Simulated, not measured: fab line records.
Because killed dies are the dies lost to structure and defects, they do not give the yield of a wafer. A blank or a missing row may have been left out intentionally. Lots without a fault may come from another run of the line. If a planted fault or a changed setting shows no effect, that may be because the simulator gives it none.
What tool caused it? -- flow n5_finfet -- 11 lots with 29 wafers sampled at 4 steps, on a route of 1938 steps

## WHAT THE GAUGES SHOWED, per wafer
N5_MIM_TOP_LITHO_OVL_MEAS_11. Usual: MIM_TOP_OVL typically reads 3 nm, with standard deviation 5.7.
lot,measured,on,MIM_TOP_OVL (nm),flag
L845,day 12 10:49,overlay-02,-2 -1 7,
L847,day 12 22:38,overlay-02,2 -2,
L849,day 13 03:32,overlay-01,6 12 14,
L848,day 13 05:26,overlay-01,0 2,
L851,day 13 19:31,overlay-01,12 8 11,
L854,day 14 18:06,overlay-01,-4 -2 2,
L856,day 14 20:31,overlay-01,3 6 2,
L858,day 15 05:11,overlay-01,637 634,OFF
L860,day 15 14:44,overlay-01,625 617 627,OFF
L861,day 16 15:20,overlay-01,2 5,
L862,day 16 17:54,overlay-02,-7 0 -7,

## EACH LOT AND THE TOOL THAT RAN IT (in order: tool; ch and the chambers of the sampled wafers; start)
lot,N5_BEOL_M15_STRIP_37,N5_BEOL_M15_SPUTTER_44,N5_MIM_TOP_LITHO_EXPOSE_05
L845,"rie_diel-03 ch 1,2, day 12 07:07 or earlier","pvd_sputter-01, day 12 07:07","krf_scanner-02 ch 0, day 12 10:38"
L847,"rie_diel-03 ch 0,2, day 12 16:22 or earlier","pvd_sputter-03, day 12 16:22","krf_scanner-01 ch 0, day 12 22:26"
L849,"rie_diel-01 ch 0,1,2, day 12 22:37 or earlier","pvd_sputter-01, day 12 22:37","krf_scanner-02 ch 0, day 13 03:21"
L848,"rie_diel-01 ch 0,2, day 13 00:20 or earlier","pvd_sputter-01, day 13 00:20","krf_scanner-01 ch 0, day 13 05:14"
L851,"rie_diel-03 ch 1,2,3, day 13 14:58 or earlier","pvd_sputter-02, day 13 14:58","krf_scanner-02 ch 0, day 13 19:19"
L854,"rie_diel-05 ch 0,1,3, day 14 13:34 or earlier","pvd_sputter-03, day 14 13:34","krf_scanner-01 ch 0, day 14 17:53"
L856,"rie_diel-05 ch 1,2,3, day 14 16:13 or earlier","pvd_sputter-01, day 14 16:13","krf_scanner-02 ch 0, day 14 20:19"
L858,"rie_diel-05 ch 0,3, day 15 00:12 or earlier","pvd_sputter-01, day 15 00:12","krf_scanner-02 ch 0, day 15 05:00"
L860,"rie_diel-01 ch 0,1,2, day 15 10:08 or earlier","pvd_sputter-01, day 15 10:08","krf_scanner-02 ch 0, day 15 14:32"
L861,"rie_diel-01 ch 0,2, day 16 11:40 or earlier","pvd_sputter-03, day 16 11:40","krf_scanner-01 ch 0, day 16 15:08"
L862,"rie_diel-01 ch 0,2,3, day 16 12:31 or earlier","pvd_sputter-02, day 16 12:31","krf_scanner-01 ch 0, day 16 17:42"
- N5_BEOL_M15_STRIP_37: strips in O2.
- N5_BEOL_M15_SPUTTER_44: material Ta, target thk 15 nm, time 24.19 s.
- N5_MIM_TOP_LITHO_EXPOSE_05: exposes mask MIM TOP, target cd 2000 nm.

## AS READ BY THE TOOLS THEMSELVES (means over the sampled wafers that have a number; for cases with no such wafer, the mark the record gives instead)
N5_BEOL_M15_STRIP_37. Usual: drypump_motor_current_A 5.6 A, standard deviation 0.52; oes_product_au 0.81 a.u., standard deviation 0.087; rf_vpp_V 3.6 V, standard deviation 0.67; showerhead_plenum_p_Torr 2.09 Torr, standard deviation 0.081; throttle_valve_pct 16.63 %, standard deviation 0.21.
lot,tool,drypump_motor_current_A (A),oes_product_au (a.u.),rf_vpp_V (V),showerhead_plenum_p_Torr (Torr),throttle_valve_pct (%),flag
L845,rie_diel-03,5.4,0.78,3.1,2.02,16.69,
L847,rie_diel-03,5.5,0.72,4.2,2.05,16.84,
L849,rie_diel-01,5.2,0.86,3.7,2.09,16.72,
L848,rie_diel-01,5.0,0.89,4.2,2.08,16.70,
L851,rie_diel-03,5.5,0.83,4.0,2.07,16.57,
L854,rie_diel-05,5.8,0.82,3.2,2.10,16.47,
L856,rie_diel-05,6.2,0.83,3.4,2.18,16.35,
L858,rie_diel-05,5.7,0.82,2.8,2.05,16.52,
L860,rie_diel-01,5.3,0.83,3.0,2.09,16.76,
L861,rie_diel-01,5.0,0.84,3.3,2.06,16.73,
L862,rie_diel-01,5.1,0.88,3.9,2.12,16.60,

N5_BEOL_M15_SPUTTER_44. Usual: throttle_valve_pct 29.5 %, standard deviation 1.1.
lot,tool,throttle_valve_pct (%),flag
L845,pvd_sputter-01,28.8,
L847,pvd_sputter-03,29.7,
L849,pvd_sputter-01,28.3,
L848,pvd_sputter-01,28.2,
L851,pvd_sputter-02,29.5,
L854,pvd_sputter-03,29.9,
L856,pvd_sputter-01,29.6,
L858,pvd_sputter-01,28.8,
L860,pvd_sputter-01,29.0,
L861,pvd_sputter-03,29.3,
L862,pvd_sputter-02,28.6,

N5_MIM_TOP_LITHO_EXPOSE_05. Usual: focus_offset_nm -0.1 nm, standard deviation 0.47.
lot,tool,focus_offset_nm (nm),flag
L845,krf_scanner-02,0.5,
L847,krf_scanner-01,0.2,
L849,krf_scanner-02,-0.5,
L848,krf_scanner-01,-0.7,
L851,krf_scanner-02,-0.4,
L854,krf_scanner-01,-0.3,
L856,krf_scanner-02,0.4,
L858,krf_scanner-02,0.1,
L860,krf_scanner-02,0.1,
L861,krf_scanner-01,0.6,
L862,krf_scanner-01,-0.6,

## THE ANSWER, worked out from the rows above alone
Rule: lot off if the mean of its wafers having a number is beyond 3 standard deviations from the usual mean. Also off: a lot with no number at a reading for which 4 or more lots have one. Any other lot the step has rows for is counted as sound. First the gauges in route order, then the tools' own readings, where a lot's mean is used as printed above. The first step at which some lot is off is used, and at that step the reading that is off furthest; a lot without a number counts as furthest.
Off: L858, L860, at N5_MIM_TOP_LITHO_OVL_MEAS_11 (MIM_TOP_OVL).
A tool fits if, at a process step before that reading, it ran every lot that is off, and no sound lot after the first of them. Gauges at N5_MIM_TOP_LITHO_OVL_MEAS_11: tried the same way as those tools. Because N5_BEOL_M15_STRIP_37 lacks a start for some lots, the hours and order of its lots are taken from N5_BEOL_M15_SPUTTER_44. 2 tools fit, pvd_sputter-01 at N5_BEOL_M15_SPUTTER_44 and krf_scanner-02 at N5_MIM_TOP_LITHO_EXPOSE_05, so this cannot tell which one it is.

## WHAT THE SIMULATOR HAD PUT IN
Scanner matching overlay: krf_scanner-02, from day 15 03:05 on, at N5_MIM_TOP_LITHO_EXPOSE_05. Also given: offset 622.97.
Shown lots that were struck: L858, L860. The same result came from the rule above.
